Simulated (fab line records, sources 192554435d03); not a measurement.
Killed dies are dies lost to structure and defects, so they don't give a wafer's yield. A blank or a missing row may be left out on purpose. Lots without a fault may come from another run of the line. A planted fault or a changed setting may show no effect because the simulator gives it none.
Which tool did it? | flow n5_finfet | 10 lots, 30 wafers sampled, at 4 steps of a route of 1938

WHAT THE GAUGES READ, wafer by wafer
N5_BEOL_M5_THK_MEAS_01. Usual: M5_ILD_THK 120.6 nm, standard deviation 1.5.
lot  | measured     | on            | M5_ILD_THK (nm)   | flag
L296 | day 8 00:35  | film_metro-02 | 119.9 120.2 121.8 |
L297 | day 8 07:36  | film_metro-01 | 118.8 120.8 123.1 |
L299 | day 9 02:56  | film_metro-01 | 122.3 123.2 121.3 |
L300 | day 9 05:22  | film_metro-02 | 119.3 122.9 121.0 |
L303 | day 10 01:33 | film_metro-02 | 119.4 119.2 119.8 |
L306 | day 10 04:26 | film_metro-01 | 121.9 123.2 123.7 |
L305 | day 10 19:25 | film_metro-01 | 121.5 122.3 122.2 |
L312 | day 12 00:41 | film_metro-02 | 118.8 120.0 118.7 |
L311 | day 12 00:56 | film_metro-01 | 118.6 118.7 120.6 |
L315 | day 13 02:30 | film_metro-02 | 121.1 121.5 124.1 |

N5_BEOL_M5_OVL_MEAS_12. Usual: M5_OVL 0.0 nm, standard deviation 0.69.
lot  | measured     | on         | M5_OVL (nm)    | flag
L296 | day 8 03:25  | overlay-01 | 0.4 -0.8 0.5   |
L297 | day 8 11:01  | overlay-02 | 0.2 0.0 0.1    |
L299 | day 9 04:04  | overlay-02 | -0.6 -0.5 -1.2 |
L300 | day 9 06:47  | overlay-01 | -1.0 -0.4 -0.9 |
L303 | day 10 03:25 | overlay-02 | -0.3 -1.1 -0.1 |
L306 | day 10 07:21 | overlay-01 | 0.8 1.6 1.4    |
L305 | day 10 22:19 | overlay-02 | 0.0 0.0 0.5    |
L312 | day 12 02:20 | overlay-01 | 7.5 6.8 6.9    | OFF
L311 | day 12 02:26 | overlay-01 | 8.1 7.2 7.0    | OFF
L315 | day 13 03:12 | overlay-02 | -0.3 0.1 0.8   |

WHICH TOOL RAN EACH LOT (tool, then ch and the chambers of the sampled wafers, then the start)
lot  | N5_BEOL_M5_PECVD_70             | N5_BEOL_M5_EXPOSE_08
L296 | pecvd-01 ch 0,1,2, day 8 00:37  | euv_scanner-01 ch 0, day 8 03:15
L297 | pecvd-03 ch 1,2, day 8 07:38    | euv_scanner-01 ch 0, day 8 10:52
L299 | pecvd-01 ch 0,1,2, day 9 02:58  | euv_scanner-01 ch 0, day 9 03:54
L300 | pecvd-01 ch 0,1,2, day 9 05:24  | euv_scanner-01 ch 0, day 9 06:38
L303 | pecvd-04 ch 0,1,2, day 10 01:35 | euv_scanner-02 ch 0, day 10 03:15
L306 | pecvd-03 ch 0,1,2, day 10 04:29 | euv_scanner-02 ch 0, day 10 07:12
L305 | pecvd-01 ch 0,1,2, day 10 19:27 | euv_scanner-01 ch 0, day 10 22:09
L312 | pecvd-01 ch 0,1,2, day 12 00:44 | euv_scanner-01 ch 0, day 12 02:10
L311 | pecvd-03 ch 0,1,2, day 12 00:58 | euv_scanner-01 ch 0, day 12 02:16
L315 | pecvd-03 ch 0,1,2, day 13 02:32 | euv_scanner-02 ch 0, day 13 03:02
- N5_BEOL_M5_PECVD_70: deposits SiO2 from TEOS/O2, target thk 16 nm, time 18 s.
- N5_BEOL_M5_EXPOSE_08: exposes mask M5, target cd 28 nm.

WHAT THE TOOLS THEMSELVES READ (means of the sampled wafers that have a number; where no wafer has one, the mark that the record gives instead)
N5_BEOL_M5_PECVD_70. Usual: heater_power_w 710 W, standard deviation 95; showerhead_plenum_p_Torr 8.77 Torr, standard deviation 0.066; throttle_valve_pct 22.1 %, standard deviation 1.1.
lot  | tool     | heater_power_w (W) | showerhead_plenum_p_Torr (Torr) | throttle_valve_pct (%) | flag
L296 | pecvd-01 | 602                | 8.78                            | 22.0                   |
L297 | pecvd-03 | 737                | 8.75                            | 22.2                   |
L299 | pecvd-01 | 655                | 8.77                            | 22.0                   |
L300 | pecvd-01 | 663                | 8.79                            | 22.0                   |
L303 | pecvd-04 | 744                | 8.75                            | 21.2                   |
L306 | pecvd-03 | 743                | 8.78                            | 22.8                   |
L305 | pecvd-01 | 661                | 8.78                            | 22.1                   |
L312 | pecvd-01 | 620                | 8.80                            | 22.3                   |
L311 | pecvd-03 | 764                | 8.78                            | 22.7                   |
L315 | pecvd-03 | 766                | 8.77                            | 23.0                   |

N5_BEOL_M5_EXPOSE_08. Usual: focus_offset_nm 0.0 nm, standard deviation 0.46.
lot  | tool           | focus_offset_nm (nm) | flag
L296 | euv_scanner-01 | 0.2                  |
L297 | euv_scanner-01 | -0.1                 |
L299 | euv_scanner-01 | -0.1                 |
L300 | euv_scanner-01 | -0.6                 |
L303 | euv_scanner-02 | 0.3                  |
L306 | euv_scanner-02 | 0.4                  |
L305 | euv_scanner-01 | -0.3                 |
L312 | euv_scanner-01 | -0.3                 |
L311 | euv_scanner-01 | -0.1                 |
L315 | euv_scanner-02 | 0.6                  |

THE ANSWER, worked out from the rows above alone
Rule: a lot is off if the mean of its wafers that have a number lies more than 3 standard deviations from the usual mean. A lot without any number at a reading at which 4 lots or more have one is off too. The other lots that the step has rows for count as sound. The gauges are gone through in route order, then the tools' own readings, and for those a lot's mean is taken as printed above. The first step at which some lot is off is used, and at that step the reading that is off furthest; a lot without a number counts as furthest.
Off: L312, L311, at N5_BEOL_M5_OVL_MEAS_12 (M5_OVL).
A tool fits if, at a process step before that reading, it ran every lot that is off, and no sound lot after the first of them. The gauges at N5_BEOL_M5_OVL_MEAS_12 are tried like those tools. Can't be told from this: 2 tools fit, euv_scanner-01 at N5_BEOL_M5_EXPOSE_08, overlay-01 at N5_BEOL_M5_OVL_MEAS_12.

WHAT THE SIMULATOR HAD PUT IN
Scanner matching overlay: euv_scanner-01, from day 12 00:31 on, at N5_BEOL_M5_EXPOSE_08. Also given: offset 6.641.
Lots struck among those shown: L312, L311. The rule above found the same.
